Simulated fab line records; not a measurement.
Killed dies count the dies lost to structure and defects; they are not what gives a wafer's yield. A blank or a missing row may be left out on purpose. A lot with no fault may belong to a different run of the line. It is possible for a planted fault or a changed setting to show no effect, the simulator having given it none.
Matching of chambers / flow nand-harc / NHARC_P_M2_CMP_23 on cmp-02: 4 sister chambers
The step polishes, t overpolish 20 s, target thk 144.3 nm. 7 wafers are shown with their chamber, then 7 later ones without.

## EACH WAFER AND ITS CHAMBER
wafer=L588.4; chamber=0; motor-current-A (A)=11.0; time-to-endpoint-s (s)=29
wafer=L590.2; chamber=3; motor-current-A (A)=12.4; time-to-endpoint-s (s)=27
wafer=L590.6; chamber=2; motor-current-A (A)=12.8; time-to-endpoint-s (s)=30
wafer=L592.3; chamber=2; motor-current-A (A)=13.1; time-to-endpoint-s (s)=30
wafer=L592.6; chamber=1; motor-current-A (A)=10.9; time-to-endpoint-s (s)=28
wafer=L595.2; chamber=3; motor-current-A (A)=12.2; time-to-endpoint-s (s)=29
wafer=L595.3; chamber=1; motor-current-A (A)=11.8; time-to-endpoint-s (s)=27

## WAFERS WITHOUT THEIR CHAMBER
wafer=L595.4; motor-current-A (A)=13.4; time-to-endpoint-s (s)=29
wafer=L596.2; motor-current-A (A)=13.2; time-to-endpoint-s (s)=31
wafer=L596.5; motor-current-A (A)=10.7; time-to-endpoint-s (s)=27
wafer=L596.6; motor-current-A (A)=11.4; time-to-endpoint-s (s)=30
wafer=L598.1; motor-current-A (A)=11.9; time-to-endpoint-s (s)=23
wafer=L598.3; motor-current-A (A)=12.7; time-to-endpoint-s (s)=26
wafer=L598.6; motor-current-A (A)=10.5; time-to-endpoint-s (s)=24

## EACH ONE'S CHAMBER
wafer=L595.4; from the rows above=can't be placed: 2 or 3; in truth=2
wafer=L596.2; from the rows above=2; in truth=2
wafer=L596.5; from the rows above=can't be placed: 1 or 0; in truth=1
wafer=L596.6; from the rows above=can't be placed: 0 or 1 or 3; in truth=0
wafer=L598.1; from the rows above=can't be placed: 1 or 3 or 0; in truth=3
wafer=L598.3; from the rows above=can't be placed: 3 or 1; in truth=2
wafer=L598.6; from the rows above=can't be placed: 1 or 0 or 3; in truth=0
1 of 7 placed correctly. Cannot be placed on the basis of these rows: 6; the candidates contain the true chamber in 5. Wrongly placed: 0.
How it was worked out, from the rows above alone: a wafer's distance from a chamber is the root of the sum, over the readings, of the square of ((its reading less the chamber's mean) divided by the reading's scatter). The wafer belongs to the nearest chamber; if the next one is less than 2 further off, it can't be placed. Each chamber's mean is taken over the wafers shown for it. The scatter is the square root of a quotient: the sum, over the shown wafers, of each reading's squared deviation from its chamber's mean, divided by wafers minus chambers.
